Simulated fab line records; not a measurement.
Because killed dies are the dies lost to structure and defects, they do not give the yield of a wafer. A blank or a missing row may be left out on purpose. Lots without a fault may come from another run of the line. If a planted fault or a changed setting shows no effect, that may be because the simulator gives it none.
The tool behind it: which one? / flow n5_finfet / 27 wafers from 9 lots sampled at 5 of the route's 1938 steps

WHAT THE GAUGES READ, wafer by wafer
N5_BEOL_M2_CD_MEAS_28: target cd 26.2 nm, target cd y 24.1 nm. Usual: cd_nm at 26.30 nm, with a standard deviation of 0.24.
lot=L170; measured=day 8 09:01; on=cd_sem-01; cd_nm (nm)=26.37 25.79 26.01; flag=
lot=L173; measured=day 8 16:32; on=cd_sem-01; cd_nm (nm)=26.73 26.05 26.37; flag=
lot=L174; measured=day 9 03:38; on=cd_sem-02; cd_nm (nm)=26.22 26.33 26.44; flag=
lot=L175; measured=day 9 10:55; on=cd_sem-03; cd_nm (nm)=27.01 26.16 26.50; flag=
lot=L178; measured=day 10 06:02; on=cd_sem-02; cd_nm (nm)=26.11 26.20 26.18; flag=
lot=L180; measured=day 10 14:56; on=cd_sem-01; cd_nm (nm)=25.97 26.61 26.53; flag=
lot=L181; measured=day 10 19:12; on=cd_sem-03; cd_nm (nm)=26.57 26.26 25.95; flag=
lot=L184; measured=day 11 08:57; on=cd_sem-02; cd_nm (nm)=26.09 26.31 26.35; flag=
lot=L186; measured=day 12 01:06; on=cd_sem-03; cd_nm (nm)=26.23 26.57 26.36; flag=

N5_BEOL_M4_RC_MEAS_101. Usual: DIBL_N 36.3 mV/V, standard deviation 1.2; DIBL_P 36.1 mV/V, standard deviation 1.6; IOFF_N 0.161 nA/um, standard deviation 0.023; IOFF_P 0.209 nA/um, standard deviation 0.027; ION_N 676 uA/um, standard deviation 8.9; ION_P 462 uA/um, standard deviation 5.3; SS_N 71.5 mV/dec, standard deviation 0.51; SS_P 73.2 mV/dec, standard deviation 0.5; VT_N 249.1 mV, standard deviation 2.5; VT_P -249.9 mV, standard deviation 2.8.
lot=L170; measured=day 9 12:39; on=prober-02; DIBL_N (mV/V)=36.5 37.4 37.1; DIBL_P (mV/V)=35.8 37.8 37.4; IOFF_N (nA/um)=0.158 0.188 0.198; IOFF_P (nA/um)=0.203 0.239 0.240; ION_N (uA/um)=669 675 683; ION_P (uA/um)=459 459 466; SS_N (mV/dec)=71.6 71.5 71.6; SS_P (mV/dec)=73.5 73.4 74.4; VT_N (mV)=249.0 248.5 248.4; VT_P (mV)=-249.5 -247.8 -247.9; flag=
lot=L173; measured=day 9 20:49; on=prober-01; DIBL_N (mV/V)=33.8 35.2 34.6; DIBL_P (mV/V)=34.7 36.6 35.9; IOFF_N (nA/um)=0.146 0.172 0.155; IOFF_P (nA/um)=0.179 0.209 0.190; ION_N (uA/um)=678 687 675; ION_P (uA/um)=463 463 458; SS_N (mV/dec)=72.2 71.7 71.3; SS_P (mV/dec)=72.4 73.4 72.8; VT_N (mV)=247.6 244.4 248.9; VT_P (mV)=-253.7 -249.4 -251.1; flag=
lot=L174; measured=day 10 10:28; on=prober-01; DIBL_N (mV/V)=36.6 36.6 36.2; DIBL_P (mV/V)=36.6 37.1 36.4; IOFF_N (nA/um)=0.164 0.165 0.150; IOFF_P (nA/um)=0.206 0.209 0.196; ION_N (uA/um)=684 687 673; ION_P (uA/um)=463 465 457; SS_N (mV/dec)=71.7 71.4 70.7; SS_P (mV/dec)=72.9 73.7 73.0; VT_N (mV)=246.6 249.3 248.3; VT_P (mV)=-249.0 -247.0 -250.7; flag=
lot=L175; measured=day 10 12:09; on=prober-02; DIBL_N (mV/V)=36.7 36.9 37.4; DIBL_P (mV/V)=38.7 38.6 39.4; IOFF_N (nA/um)=0.170 0.179 0.188; IOFF_P (nA/um)=0.229 0.226 0.234; ION_N (uA/um)=685 669 687; ION_P (uA/um)=459 464 466; SS_N (mV/dec)=72.1 71.8 71.5; SS_P (mV/dec)=74.3 73.7 73.6; VT_N (mV)=249.1 248.4 246.8; VT_P (mV)=-248.1 -250.7 -248.6; flag=
lot=L178; measured=day 11 15:14; on=prober-02; DIBL_N (mV/V)=36.4 37.0 35.9; DIBL_P (mV/V)=35.7 36.8 36.1; IOFF_N (nA/um)=0.165 0.178 0.161; IOFF_P (nA/um)=0.181 0.193 0.187; ION_N (uA/um)=666 674 671; ION_P (uA/um)=457 456 455; SS_N (mV/dec)=72.0 71.8 70.9; SS_P (mV/dec)=73.6 74.2 73.5; VT_N (mV)=247.4 249.3 249.5; VT_P (mV)=-253.8 -253.1 -253.2; flag=
lot=L180; measured=day 11 16:43; on=prober-01; DIBL_N (mV/V)=36.9 38.1 38.1; DIBL_P (mV/V)=35.3 37.1 36.7; IOFF_N (nA/um)=0.150 0.188 0.179; IOFF_P (nA/um)=0.187 0.223 0.210; ION_N (uA/um)=673 676 674; ION_P (uA/um)=460 454 464; SS_N (mV/dec)=70.5 71.6 71.6; SS_P (mV/dec)=72.4 73.1 73.3; VT_N (mV)=250.0 248.3 246.3; VT_P (mV)=-250.0 -248.1 -252.6; flag=
lot=L181; measured=day 12 04:41; on=prober-02; DIBL_N (mV/V)=37.3 37.7 35.5; DIBL_P (mV/V)=39.7 39.0 36.3; IOFF_N (nA/um)=0.196 0.200 0.151; IOFF_P (nA/um)=0.241 0.229 0.188; ION_N (uA/um)=692 687 678; ION_P (uA/um)=468 466 464; SS_N (mV/dec)=71.8 72.1 71.4; SS_P (mV/dec)=73.2 74.0 73.0; VT_N (mV)=245.1 247.1 249.1; VT_P (mV)=-249.5 -250.1 -253.0; flag=
lot=L184; measured=day 12 14:43; on=prober-02; DIBL_N (mV/V)=36.8 38.2 37.9; DIBL_P (mV/V)=37.2 37.8 37.5; IOFF_N (nA/um)=0.177 0.200 0.186; IOFF_P (nA/um)=0.220 0.232 0.225; ION_N (uA/um)=679 688 680; ION_P (uA/um)=460 462 467; SS_N (mV/dec)=72.2 71.8 72.0; SS_P (mV/dec)=73.3 73.2 72.1; VT_N (mV)=249.4 247.3 247.4; VT_P (mV)=-250.5 -247.2 -249.5; flag=
lot=L186; measured=day 13 06:17; on=prober-01; DIBL_N (mV/V)=35.6 36.1 36.0; DIBL_P (mV/V)=36.5 37.8 37.2; IOFF_N (nA/um)=0.161 0.182 0.166; IOFF_P (nA/um)=0.215 0.238 0.222; ION_N (uA/um)=666 681 677; ION_P (uA/um)=461 461 462; SS_N (mV/dec)=71.9 71.8 72.7; SS_P (mV/dec)=73.0 73.9 73.7; VT_N (mV)=249.0 246.7 248.1; VT_P (mV)=-250.2 -247.1 -251.9; flag=

WHAT TOOL EACH LOT RAN ON (gives the tool, then ch and the chambers of the sampled wafers, and finally the start)
lot=L170; N5_BEOL_M2_STRIP_66=rie_diel-05 ch 0,2,3, day 8 08:28; N5_BEOL_M2_ETCH_41=rie_diel-01 ch 0,1,2, day 8 10:07; N5_BEOL_M2_SURFACE_TREAT_85=pvd_sputter-01, day 8 11:02
lot=L173; N5_BEOL_M2_STRIP_66=rie_diel-04 ch 0,3, day 8 15:52; N5_BEOL_M2_ETCH_41=rie_diel-04 ch 0,1, day 8 19:22; N5_BEOL_M2_SURFACE_TREAT_85=pvd_sputter-03, day 8 20:21
lot=L174; N5_BEOL_M2_STRIP_66=rie_diel-05 ch 0,2, day 9 03:02; N5_BEOL_M2_ETCH_41=rie_diel-04 ch 1,2, day 9 08:20; N5_BEOL_M2_SURFACE_TREAT_85=pvd_sputter-03, day 9 09:14
lot=L175; N5_BEOL_M2_STRIP_66=rie_diel-04 ch 2,3, day 9 10:08; N5_BEOL_M2_ETCH_41=rie_diel-05 ch 0,1,3, day 9 13:05; N5_BEOL_M2_SURFACE_TREAT_85=pvd_sputter-01, day 9 13:47
lot=L178; N5_BEOL_M2_STRIP_66=rie_diel-01 ch 0,2, day 10 05:22; N5_BEOL_M2_ETCH_41=rie_diel-05 ch 0,1,3, day 10 10:49; N5_BEOL_M2_SURFACE_TREAT_85=pvd_sputter-03, day 10 12:04
lot=L180; N5_BEOL_M2_STRIP_66=rie_diel-04 ch 1,2,3, day 10 14:23; N5_BEOL_M2_ETCH_41=rie_diel-04 ch 2,3, day 10 16:00; N5_BEOL_M2_SURFACE_TREAT_85=pvd_sputter-02, day 10 17:53
lot=L181; N5_BEOL_M2_STRIP_66=rie_diel-04 ch 1,2,3, day 10 18:40; N5_BEOL_M2_ETCH_41=rie_diel-04 ch 1,2, day 10 20:17; N5_BEOL_M2_SURFACE_TREAT_85=pvd_sputter-03, day 10 21:10
lot=L184; N5_BEOL_M2_STRIP_66=rie_diel-04 ch 2,3, day 11 08:17; N5_BEOL_M2_ETCH_41=rie_diel-01 ch 0,1,2, day 11 13:23; N5_BEOL_M2_SURFACE_TREAT_85=pvd_sputter-03, day 11 14:41
lot=L186; N5_BEOL_M2_STRIP_66=rie_diel-04 ch 0,1,2, day 12 00:22; N5_BEOL_M2_ETCH_41=rie_diel-01 ch 1,2,3, day 12 03:22; N5_BEOL_M2_SURFACE_TREAT_85=pvd_sputter-01, day 12 04:29
- N5_BEOL_M2_STRIP_66: strips in CF4.
- N5_BEOL_M2_ETCH_41: etches SiCN in CH3F/O2, target depth 29.9 nm, time 52.5 s.
- N5_BEOL_M2_SURFACE_TREAT_85

AS READ BY THE TOOLS THEMSELVES (means over the sampled wafers that have a number; for cases with no such wafer, the mark the record gives instead)
N5_BEOL_M2_STRIP_66. Usual: chamber_pressure_mTorr 50.00 mTorr, standard deviation 0.05; drypump_motor_current_A 5.9 A, standard deviation 0.45; oes_product_au 0.77 a.u., standard deviation 0.073; rf_vpp_V 271.4 V, standard deviation 1.4; showerhead_plenum_p_Torr 1.81 Torr, standard deviation 0.05; throttle_valve_pct 13.57 %, standard deviation 0.22.
lot=L170; tool=rie_diel-05; chamber_pressure_mTorr (mTorr)=50.00; drypump_motor_current_A (A)=5.9; oes_product_au (a.u.)=0.78; rf_vpp_V (V)=271.6; showerhead_plenum_p_Torr (Torr)=1.80; throttle_valve_pct (%)=13.57; flag=
lot=L173; tool=rie_diel-04; chamber_pressure_mTorr (mTorr)=49.95; drypump_motor_current_A (A)=6.3; oes_product_au (a.u.)=0.70; rf_vpp_V (V)=270.2; showerhead_plenum_p_Torr (Torr)=1.75; throttle_valve_pct (%)=13.51; flag=
lot=L174; tool=rie_diel-05; chamber_pressure_mTorr (mTorr)=49.97; drypump_motor_current_A (A)=6.3; oes_product_au (a.u.)=0.78; rf_vpp_V (V)=271.1; showerhead_plenum_p_Torr (Torr)=1.77; throttle_valve_pct (%)=13.57; flag=
lot=L175; tool=rie_diel-04; chamber_pressure_mTorr (mTorr)=49.99; drypump_motor_current_A (A)=5.7; oes_product_au (a.u.)=0.78; rf_vpp_V (V)=272.4; showerhead_plenum_p_Torr (Torr)=1.84; throttle_valve_pct (%)=13.30; flag=
lot=L178; tool=rie_diel-01; chamber_pressure_mTorr (mTorr)=50.01; drypump_motor_current_A (A)=5.9; oes_product_au (a.u.)=0.80; rf_vpp_V (V)=271.0; showerhead_plenum_p_Torr (Torr)=1.81; throttle_valve_pct (%)=13.76; flag=
lot=L180; tool=rie_diel-04; chamber_pressure_mTorr (mTorr)=50.01; drypump_motor_current_A (A)=5.7; oes_product_au (a.u.)=0.78; rf_vpp_V (V)=271.7; showerhead_plenum_p_Torr (Torr)=1.82; throttle_valve_pct (%)=13.47; flag=
lot=L181; tool=rie_diel-04; chamber_pressure_mTorr (mTorr)=50.01; drypump_motor_current_A (A)=5.7; oes_product_au (a.u.)=0.78; rf_vpp_V (V)=272.6; showerhead_plenum_p_Torr (Torr)=1.82; throttle_valve_pct (%)=13.47; flag=
lot=L184; tool=rie_diel-04; chamber_pressure_mTorr (mTorr)=49.98; drypump_motor_current_A (A)=5.7; oes_product_au (a.u.)=0.81; rf_vpp_V (V)=272.6; showerhead_plenum_p_Torr (Torr)=1.84; throttle_valve_pct (%)=13.22; flag=
lot=L186; tool=rie_diel-04; chamber_pressure_mTorr (mTorr)=49.96; drypump_motor_current_A (A)=6.0; oes_product_au (a.u.)=0.86; rf_vpp_V (V)=273.0; showerhead_plenum_p_Torr (Torr)=1.85; throttle_valve_pct (%)=13.33; flag=

N5_BEOL_M2_ETCH_41. Usual: CH3F_flow_sccm 30.00 sccm, standard deviation 0.081; O2_flow_sccm 20.00 sccm, standard deviation 0.057; chamber_pressure_mTorr 30.00 mTorr, standard deviation 0.031; drypump_motor_current_A 5.9 A, standard deviation 0.51; oes_product_au 0.79 a.u., standard deviation 0.081; rf_vpp_V 297.5 V, standard deviation 1.4; showerhead_plenum_p_Torr 2.01 Torr, standard deviation 0.061; throttle_valve_pct 16.32 %, standard deviation 0.26.
lot=L170; tool=rie_diel-01; CH3F_flow_sccm (sccm)=29.99; O2_flow_sccm (sccm)=19.94; chamber_pressure_mTorr (mTorr)=30.01; drypump_motor_current_A (A)=6.2; oes_product_au (a.u.)=0.81; rf_vpp_V (V)=297.3; showerhead_plenum_p_Torr (Torr)=2.02; throttle_valve_pct (%)=16.52; flag=
lot=L173; tool=rie_diel-04; CH3F_flow_sccm (sccm)=30.03; O2_flow_sccm (sccm)=20.03; chamber_pressure_mTorr (mTorr)=30.00; drypump_motor_current_A (A)=6.3; oes_product_au (a.u.)=0.72; rf_vpp_V (V)=296.1; showerhead_plenum_p_Torr (Torr)=1.93; throttle_valve_pct (%)=16.29; flag=
lot=L174; tool=rie_diel-04; CH3F_flow_sccm (sccm)=30.01; O2_flow_sccm (sccm)=20.06; chamber_pressure_mTorr (mTorr)=30.01; drypump_motor_current_A (A)=5.7; oes_product_au (a.u.)=0.88; rf_vpp_V (V)=297.4; showerhead_plenum_p_Torr (Torr)=2.03; throttle_valve_pct (%)=16.04; flag=
lot=L175; tool=rie_diel-05; CH3F_flow_sccm (sccm)=30.04; O2_flow_sccm (sccm)=19.94; chamber_pressure_mTorr (mTorr)=30.00; drypump_motor_current_A (A)=5.8; oes_product_au (a.u.)=0.84; rf_vpp_V (V)=297.3; showerhead_plenum_p_Torr (Torr)=2.03; throttle_valve_pct (%)=16.22; flag=
lot=L178; tool=rie_diel-05; CH3F_flow_sccm (sccm)=30.02; O2_flow_sccm (sccm)=20.02; chamber_pressure_mTorr (mTorr)=30.03; drypump_motor_current_A (A)=5.8; oes_product_au (a.u.)=0.83; rf_vpp_V (V)=298.8; showerhead_plenum_p_Torr (Torr)=2.03; throttle_valve_pct (%)=16.24; flag=
lot=L180; tool=rie_diel-04; CH3F_flow_sccm (sccm)=30.02; O2_flow_sccm (sccm)=20.03; chamber_pressure_mTorr (mTorr)=30.01; drypump_motor_current_A (A)=5.7; oes_product_au (a.u.)=0.85; rf_vpp_V (V)=298.6; showerhead_plenum_p_Torr (Torr)=2.06; throttle_valve_pct (%)=16.08; flag=
lot=L181; tool=rie_diel-04; CH3F_flow_sccm (sccm)=30.01; O2_flow_sccm (sccm)=19.93; chamber_pressure_mTorr (mTorr)=30.00; drypump_motor_current_A (A)=5.7; oes_product_au (a.u.)=1.00; rf_vpp_V (V)=297.8; showerhead_plenum_p_Torr (Torr)=2.02; throttle_valve_pct (%)=16.07; flag=
lot=L184; tool=rie_diel-01; CH3F_flow_sccm (sccm)=29.94; O2_flow_sccm (sccm)=20.02; chamber_pressure_mTorr (mTorr)=30.00; drypump_motor_current_A (A)=6.2; oes_product_au (a.u.)=0.79; rf_vpp_V (V)=296.8; showerhead_plenum_p_Torr (Torr)=2.01; throttle_valve_pct (%)=16.54; flag=
lot=L186; tool=rie_diel-01; CH3F_flow_sccm (sccm)=29.96; O2_flow_sccm (sccm)=19.97; chamber_pressure_mTorr (mTorr)=29.99; drypump_motor_current_A (A)=6.1; oes_product_au (a.u.)=0.73; rf_vpp_V (V)=297.2; showerhead_plenum_p_Torr (Torr)=1.97; throttle_valve_pct (%)=16.51; flag=

THE ANSWER, worked out from the rows above alone
Rule: a lot is off if the mean of its wafers that have a number lies more than 3 standard deviations from the usual mean. A lot without any number at a reading at which 4 lots or more have one is off too. All remaining lots with rows at the step are treated as sound. Order of review: gauges by route order, followed by the tools' own readings, for which a lot's mean as printed above is used. At the first step where some lot is off, the reading lying furthest off is the one used; lots without a number count as furthest.
No lot is off at any reading shown: from this, nothing can be told.

WHAT HAD BEEN PUT IN BY THE SIMULATOR
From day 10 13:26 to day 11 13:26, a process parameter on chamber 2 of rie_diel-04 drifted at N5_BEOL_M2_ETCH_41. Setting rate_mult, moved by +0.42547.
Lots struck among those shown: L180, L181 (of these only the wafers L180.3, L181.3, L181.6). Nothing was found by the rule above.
